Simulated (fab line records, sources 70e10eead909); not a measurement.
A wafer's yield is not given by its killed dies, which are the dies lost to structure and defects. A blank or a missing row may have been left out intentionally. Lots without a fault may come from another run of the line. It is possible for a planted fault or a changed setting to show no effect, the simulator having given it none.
Comparing a struck lot with a sound one -- flow nand-harc -- 24 out of 1302 route steps
Sound: these wafers, L235.2, L235.4, L235.6. Struck: wafers L239.1, L239.3 (left out: L239.4, a lot-mate that was not struck); the cause follows at the end.
For every step that has rows: the tool of each side, followed by ch and its chambers, followed by its first start. Under that, the readings that differ: sound wafers -- struck wafers -- difference of the means -- sigmas: that difference in standard deviations of wafers without a fault.
alike: words and numbers the same on both sides, and readings whose means are apart by under 2 such deviations; not compared: readings that were withheld, readings missing a value for some wafer, numbers with overlapping values and no deviation given by the record, and bounds like >300 which may hide the same value.
A row with sigmas, a row that says differs or no value, or rows on one side alone: a step with any of these is where the two part. Numbers that don't overlap but have no deviation are shown without sigmas and don't part them. A reading that every wafer of one side lacks parts them only if that side has two wafers or more.

NHARC_P_M1_INSPECT_27:
  struck on defect-inspect-01, day 10 11:16; sound on defect-inspect-02, day 8 17:37
  alike: raw-defect-count
NHARC_P_M1_PRE_CLEAN_32: time 12 s.
  sound on pecvd-01 ch 0,1,2, day 8 17:42; struck on pecvd-01 ch 0,2, day 10 11:20
  alike: heater-power-w
NHARC_P_M1_DEP_33: deposits SiCN, target thk 30 nm.
  sound on pecvd-01 ch 0,1,2, day 8 17:49; struck on pecvd-01 ch 0,2, day 10 11:24
  alike: chamber-pressure-Torr, heater-power-w, showerhead-vpp-V
then, 8 steps without rows for these wafers: NHARC_P_M2_DEP_00 (deposits SiOC, target thk 182.5 nm); NHARC_P_M2_DEHYDRATE_01 (time 120 s); NHARC_P_M2_HMDS_02 (time 30 s); NHARC_P_M2_COAT_34 (time 65 s); NHARC_P_M2_COAT_03 (resist thk 90 nm); NHARC_P_M2_SOFTBAKE_04 (time 55 s); NHARC_P_M2_EBR_05; NHARC_P_M2_EXPOSE_06 (exposes mask P M2, target cd 170 nm).
NHARC_P_M2_PEB_07: peb time 65 s.
  sound on litho-track-04 ch 0, day 8 18:49; struck on litho-track-06 ch 0, day 10 12:36
then, 1 step without rows for these wafers: NHARC_P_M2_DEVELOP_08 (develop time 35 s).
NHARC_P_M2_CD_MEAS_09: the cd target is 170 nm.
  sound on cd-sem-01 ch 0, day 8 18:53; struck on cd-sem-02 ch 0, day 10 12:40
  alike: cd-nm
NHARC_P_M2_OVL_MEAS_10: pitch 340 nm.
  struck on overlay-02, day 10 12:46; sound on overlay-02, day 8 18:58
  alike: overlay-x-nm, overlay-y-nm
NHARC_P_M2_INSPECT_11:
  struck on defect-inspect-02, day 10 12:48; sound on defect-inspect-02, day 8 19:01
  alike: raw-defect-count
NHARC_P_M2_DESCUM_14: chemistry O2, time 3 s.
  sound on rie-diel-04 ch 1,2,3, day 8 19:05; struck on rie-diel-02 ch 0,3, day 10 12:52
  alike: drypump-motor-current-A, mfc-ar-sccm, oes-product-au, rf-vpp-V, showerhead-plenum-p-Torr, throttle-valve-pct
  not compared: rf-hours-counter-h, model.P_M2.cd-nm
NHARC_P_M2_ETCH_35: etches the open film in N2/H2, target depth 40 nm, overetch 12 nm, time 43.94 s.
  sound on rie-diel-04 ch 0,1,3, day 8 19:09; struck on rie-diel-02 ch 0,1, day 10 12:57
  alike: drypump-motor-current-A, mfc-ar-sccm, oes-product-au, rf-vpp-V, showerhead-plenum-p-Torr, throttle-valve-pct
  not compared: rf-hours-counter-h
NHARC_P_M2_ETCH_15: etches the open film in C4F8/Ar, target depth 182.5 nm, time 91.2 s.
  sound on rie-diel-04 ch 0,2,3; struck on rie-diel-02 ch 0,2
  alike: oes-product-au, rf-vpp-V
  not compared: rf-hours-counter-h
NHARC_P_M2_CD_MEAS_16:
  struck on cd-sem-03, day 10 13:10; sound on cd-sem-01, day 8 19:23
  alike: cd-nm
NHARC_P_M2_STRIP_18: strips in N2/H2.
  sound on rie-diel-13 ch 2,3, day 8 19:27; struck on rie-diel-13 ch 0,3, day 10 13:14
  alike: drypump-motor-current-A, mfc-ar-sccm, oes-product-au, power-w, rf-vpp-V, showerhead-plenum-p-Torr, throttle-valve-pct
  not compared: rf-hours-counter-h
NHARC_P_M2_ETCH_28: etches the open film in CF4/N2, target depth 30 nm, time 72.99 s.
  sound on rie-diel-13 ch 0,1,2; struck on rie-diel-13 ch 0,3
  alike: drypump-motor-current-A, mfc-ar-sccm, oes-product-au, rf-vpp-V, showerhead-plenum-p-Torr, throttle-valve-pct
  not compared: rf-hours-counter-h, model.P_M2.cd-nm
then, 1 step without rows for these wafers: NHARC_P_M2_STRIP_19 (strips in post etch residue remover, time 600 s).
-- the record jumps here: 18 days lie between the struck wafers' starts before and after (it left off in module P_M2 and takes up again in module END, whose first step shown is number 1302 of the route) --
NHARC_END_SORT_01:
  sound on prober-01 ch 0, day 26 06:01; struck on prober-01 ch 0, day 28 16:39
  alike: defect-limited-yield, killed-at-array, killed-at-other, killed-at-periphery, killed-dies, killed-open, killed-short, sort_bin_2_pct, sort_bin_3_pct, sort_bin_4_pct, sort-n-pass, sort-rim-yield-pct, sort-yield-pct

== WHERE THEY PART ==
Nowhere in this record.

WHY: the cause the simulator had injected
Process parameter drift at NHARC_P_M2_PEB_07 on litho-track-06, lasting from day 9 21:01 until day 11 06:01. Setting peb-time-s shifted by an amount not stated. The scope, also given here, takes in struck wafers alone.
